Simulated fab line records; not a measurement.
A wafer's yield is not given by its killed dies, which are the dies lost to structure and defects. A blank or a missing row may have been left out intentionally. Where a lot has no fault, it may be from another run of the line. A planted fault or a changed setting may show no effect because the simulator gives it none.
A lot that was struck, set against a sound lot | flow n5_finfet | 39 out of 1938 route steps
Sound: these wafers, L887.2, L887.5, L887.6. Struck: wafer L898.1 (left out: L898.5, a lot-mate that was not struck); the cause follows at the end.
Per side, at each step with rows, come the tool, then ch with its chambers, and then its first start. Under that, the readings that differ: sound wafers | struck wafers | difference of the means | sigmas: that difference in standard deviations of wafers without a fault.
alike: readings whose means differ by less than 2 such deviations, and words and numbers that are the same on both sides. not compared: withheld readings, readings that some wafer has no value for, bounds like >300 that may hide the same value, and numbers for which the record gives no deviation and whose values overlap.
The two part at a step that has a row with sigmas, a row that says differs or no value, or rows on one side only. Numbers that have no deviation but don't overlap get no sigmas and don't part them. Lack of a reading on every wafer of one side parts them only where that side has two or more wafers.

first, 9 steps without rows for these wafers: N5_MOL_CONTACT_COAG_PRE_CLEAN_142 (time 60 s); N5_MOL_CONTACT_COAG_SPUTTER_130 (material Co, target thk 47.5 nm); N5_MOL_CONTACT_COAG_PRECLEAN_125 (cleans in DIW, time 57.5 s); N5_MOL_CONTACT_COAG_SRD_126 (dry time 32 s); N5_MOL_CONTACT_COAG_CMP_23 (polishes, stops on SiO2, t overpolish 1.5 s, target thk 0 nm); N5_MOL_CONTACT_COAG_WET_ETCH_26 (target Co, target depth 13 nm); N5_MOL_CONTACT_COAG_WET_ETCH_116 (etches the open film in SC1-inhibited, target depth 4.6 nm, rinse time 30 s); N5_MOL_CONTACT_COAG_ALD_27 (deposits SiOC, target thk 17 nm, pulse time 1.5 s, time 2720 s); N5_MOL_CONTACT_COAG_CMP_28 (polishes, stops on SiNx, t overpolish 0.85 s, target thk 14.522 nm).
N5_MOL_CONTACT_COAG_ALD_123: deposits SiNx, target thk 5 nm, pulse time 1 s, purge time 2 s.
  sound on ald_sin-02 ch 1,2,3, day 6 02:29; struck on ald_sin-02 ch 0, day 8 23:00
  reading                                            | sound             | struck | difference | sigmas
  ald_cycles                                         | 100 100 100       | 177    | +77        |
  precursor_pulse_height_rel                         | 0.985 1.013 1.038 | 1.062  | +0.050     | +3
  model.SiNx_of_MOL_CONTACT_COAG_ALD_123.thk_nm (nm) | 5 5 5             | 8.8    | +3.8       |
  alike: chamber_pressure_Torr, heater_power_w
then, 26 steps without rows for these wafers: N5_MOL_CONTACT_COAG_PECVD_31 (deposits SiO2 from TEOS/O2, target thk 46 nm, time 8.9 s); N5_MOL_CONTACT_COAG_COAT_75 (time 60 s, resist thk 60 nm); N5_MOL_CONTACT_COAG_COAT_76 (time 60 s, resist thk 10 nm); N5_MOL_CONTACT_COAG_COAT_77 (time 60 s, resist thk 10 nm); N5_MOL_CONTACT_COAG_COAT_78 (resist thk 40 nm); N5_MOL_CONTACT_COAG_EBR_80; N5_MOL_CONTACT_COAG_SOFTBAKE_79 (time 60 s); N5_MOL_CONTACT_COAG_EXPOSE_81 (exposes mask VG, defocus 0 nm); N5_MOL_CONTACT_COAG_PEB_82 (peb time 60 s); N5_MOL_CONTACT_COAG_DEVELOP_83 (develop time 30 s); N5_MOL_CONTACT_COAG_DESCUM_88 (chemistry O2, time 7 s); N5_MOL_CONTACT_COAG_ETCH_89 (etches underlayer in N2/H2, target depth 13 nm, time 10.4 s); N5_MOL_CONTACT_COAG_ETCH_90 (etches SiARC in CF4, target depth 13 nm, time 21.7 s); N5_MOL_CONTACT_COAG_ALD_131 (deposits SiO2, target thk 5 nm, pulse time 1 s, co reactant pulse time 1 s); N5_MOL_CONTACT_COAG_ETCHBACK_132 (etches SiO2 in CHF3, target depth 10 nm, time 6.7 s); N5_MOL_CONTACT_COAG_ETCH_91 (etches SOC in N2/H2, target depth 60 nm, overetch 21 nm, time 101.2 s); N5_MOL_CONTACT_COAG_STRIP_92 (strips in N2/H2); N5_MOL_CONTACT_COAG_STRIP_93 (strips in N2/H2); N5_MOL_CONTACT_COAG_ETCHBACK_135 (etches SiO2 in CHF3, target depth 25 nm, time 16.7 s); N5_MOL_CONTACT_COAG_STRIP_118 (strips in CHF3); N5_MOL_CONTACT_COAG_VIA_ETCH_46 (etches SiO2 in C4F6/O2, target depth 46 nm, overetch 9.2 nm, time 40 s); N5_MOL_CONTACT_COAG_STRIP_96 (strips in N2/H2); N5_MOL_CONTACT_COAG_ETCH_47 (etches SiNx in CH3F/O2, stops on W, target depth 27 nm); N5_MOL_CONTACT_COAG_STRIP_119 (strips in N2/H2, time 30 s); N5_MOL_CONTACT_COAG_PRECLEAN_144 (cleans in alkaline clean, time 60 s); N5_MOL_CONTACT_COAG_SRD_145 (time 30 s).
N5_MOL_CONTACT_COAG_ETCH_124: etches SiNx in CH3F/O2, stops on SiOC, target depth 6.5 nm.
  sound on rie_diel-04 ch 1,3, day 6 05:31; struck on rie_diel-01 ch 3, day 9 02:16
  reading                  | sound             | struck | difference | sigmas
  oes_f_703_au (a.u.)      | 0.70 0.65 0.69    | 0.91   | +0.23      | +3
  oes_product_au (a.u.)    | 0.61 0.58 0.61    | 0.91   | +0.31      | +4
  rf_vpp_V (V)             | 309 305 307       | 297    | -10        | -2
  model.etch.depth_nm (nm) | 5.009 5.021 4.999 | 6.613  | +1.603     |
  alike: O2_flow_sccm, drypump_motor_current_A, rf_fwd_power_W, showerhead_plenum_p_Torr, throttle_valve_pct
  not compared: rf_hours_counter_h
N5_BEOL_M4_RC_MEAS_101:
  the record has rows for the sound wafers here (prober-02 ch 0, day 11 04:25) and none for the struck ones
-- record jumps: 10 days separate the struck wafers' starts on either side; left off in module BEOL_M4, taken up again in module PASSIVATION, whose first shown step is the route's number 1936 --
N5_PASSIVATION_PROBE_49:
  sound: prober-01 at day 15 13:22; struck: prober-01 at day 18 15:39
  reading                  | sound          | struck | difference | sigmas
  defect_limited_yield (%) | 90.7 91.4 91.1 | 0      | -91        | -65
  killed_at_M0_to_M3       | 60 46 51       | 15     | -37        | -3
  killed_at_contacts       | 4 10 7         | 1124   | +1117      | +99 or more
  killed_dies              | 110 102 105    | 1180   | +1074      | +63
  killed_on_rim            | 13 12 17       | 152    | +138       | +34
  killed_open              | 68 63 60       | 37     | -27        | -2
  killed_short             | 42 35 45       | 24     | -17        | -2
  sort_bin_5_function (%)  | 4.9 5.5 4.7    | 97.8   | +92.8      | +96
  sort_bin_6_memory (%)    | 3.9 3.1 4.1    | 1.9    | -1.8       | -3
  sort_n_pass              | 1070 1078 1075 | 0      | -1074      | -63
  sort_yield_pct (%)       | 90.7 91.4 91.1 | 0      | -91        | -65
  alike: killed_at_M4_up, killed_at_front_end, killed_at_other

## WHERE THEY PART
Last at N5_PASSIVATION_PROBE_49 as far as this record goes, first at N5_MOL_CONTACT_COAG_ALD_123.

WHY: the cause the simulator had injected
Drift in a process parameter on ald_sin-02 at N5_MOL_CONTACT_COAG_ALD_123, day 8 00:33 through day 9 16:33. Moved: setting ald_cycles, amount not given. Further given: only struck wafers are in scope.
